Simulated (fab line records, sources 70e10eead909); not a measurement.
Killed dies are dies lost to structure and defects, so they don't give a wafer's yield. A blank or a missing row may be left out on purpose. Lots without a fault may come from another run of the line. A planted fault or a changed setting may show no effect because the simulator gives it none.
Chamber matching | flow nand_harc | NHARC_A_ZERO_WELL_ETCH_13 on rie_si-05: 4 sister chambers
The step etches the open film in HBr/Cl2, target depth 120 nm, time 40.1 s. 22 wafers are shown with their chamber, then 11 later ones without.

WAFERS WITH THEIR CHAMBER
wafer  | chamber | drypump_motor_current_A (A) | oes_product_au (a.u.) | throttle_valve_pct (%)
L075.2 | 3       | 6.3                         | 1.001                 | 26.407
L075.4 | 1       | 5.5                         | 1.031                 | 26.410
L075.6 | 2       | 5.6                         | 0.991                 | 26.419
L077.1 | 3       | 6.3                         | 0.993                 | 26.411
L077.5 | 2       | 5.7                         | 0.989                 | 26.399
L077.6 | 3       | 6.3                         | 0.993                 | 26.393
L079.1 | 3       | 6.3                         | 1.001                 | 26.406
L079.3 | 0       | 6.7                         | 1.026                 | 26.420
L079.5 | 0       | 6.6                         | 1.009                 | 26.394
L082.1 | 3       | 6.3                         | 1.004                 | 26.417
L082.4 | 0       | 6.7                         | 1.026                 | 26.401
L082.5 | 0       | 6.7                         | 1.022                 | 26.413
L086.1 | 2       | 5.6                         | 0.993                 | 26.432
L086.3 | 0       | 6.6                         | 0.993                 | 26.403
L086.5 | 0       | 6.7                         | 1.005                 | 26.400
L088.1 | 2       | 5.6                         | 0.995                 | 26.419
L088.3 | 1       | 5.5                         | 1.031                 | 26.398
L088.4 | 3       | 6.3                         | 1.008                 | 26.401
L090.2 | 2       | 5.7                         | 0.995                 | 26.424
L090.3 | 3       | 6.3                         | 0.997                 | 26.400
L090.6 | 0       | 6.6                         | 1.008                 | 26.410
L092.1 | 2       | 5.7                         | 1.006                 | 26.413

SIGNATURES (means of the wafers above)
reading                 | chamber 0 | chamber 1 | chamber 2 | chamber 3 | scatter within a chamber
drypump_motor_current_A | 6.657     | 5.500     | 5.650     | 6.300     | 0.0423
oes_product_au          | 1.01271   | 1.03100   | 0.99483   | 0.99957   | 0.00846
throttle_valve_pct      | 26.40586  | 26.40400  | 26.41767  | 26.40500  | 0.00924
Rule: a wafer's distance from a chamber is the root of the sum, over the readings, of the square of ((its reading less the chamber's mean) divided by the reading's scatter). The wafer belongs to the nearest chamber; if the next one is less than 2 further off, it can't be placed. The scatter: the root of (the sum of the squares of (reading less its chamber's mean) over the shown wafers, divided by (wafers less chambers)).

WAFERS WITHOUT THEIR CHAMBER
wafer  | drypump_motor_current_A (A) | oes_product_au (a.u.) | throttle_valve_pct (%)
L092.2 | 5.5                         | 1.019                 | 26.398
L092.4 | 6.7                         | 1.016                 | 26.402
L094.2 | 5.7                         | 1.008                 | 26.399
L094.3 | 6.7                         | 1.029                 | 26.400
L094.5 | 6.7                         | 1.017                 | 26.403
L095.3 | 5.5                         | 1.015                 | 26.395
L095.4 | 6.6                         | 1.017                 | 26.408
L095.5 | 5.5                         | 1.009                 | 26.393
L097.2 | 5.5                         | 1.012                 | 26.400
L097.3 | 5.7                         | 1.006                 | 26.408
L097.5 | 6.6                         | 1.018                 | 26.403

WHICH CHAMBER EACH WENT THROUGH
wafer  | from the rows above     | in truth
L092.2 | 1                       | 1
L092.4 | 0                       | 0
L094.2 | 2                       | 2
L094.3 | 0                       | 0
L094.5 | 0                       | 0
L095.3 | 1                       | 1
L095.4 | 0                       | 0
L095.5 | can't be placed: 1 or 2 | 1
L097.2 | 1                       | 1
L097.3 | 2                       | 2
L097.5 | 0                       | 0
Placed correctly: 10 of 11. Can't be placed from these rows: 1 (the true chamber is among the candidates in 1). Placed wrongly: 0.
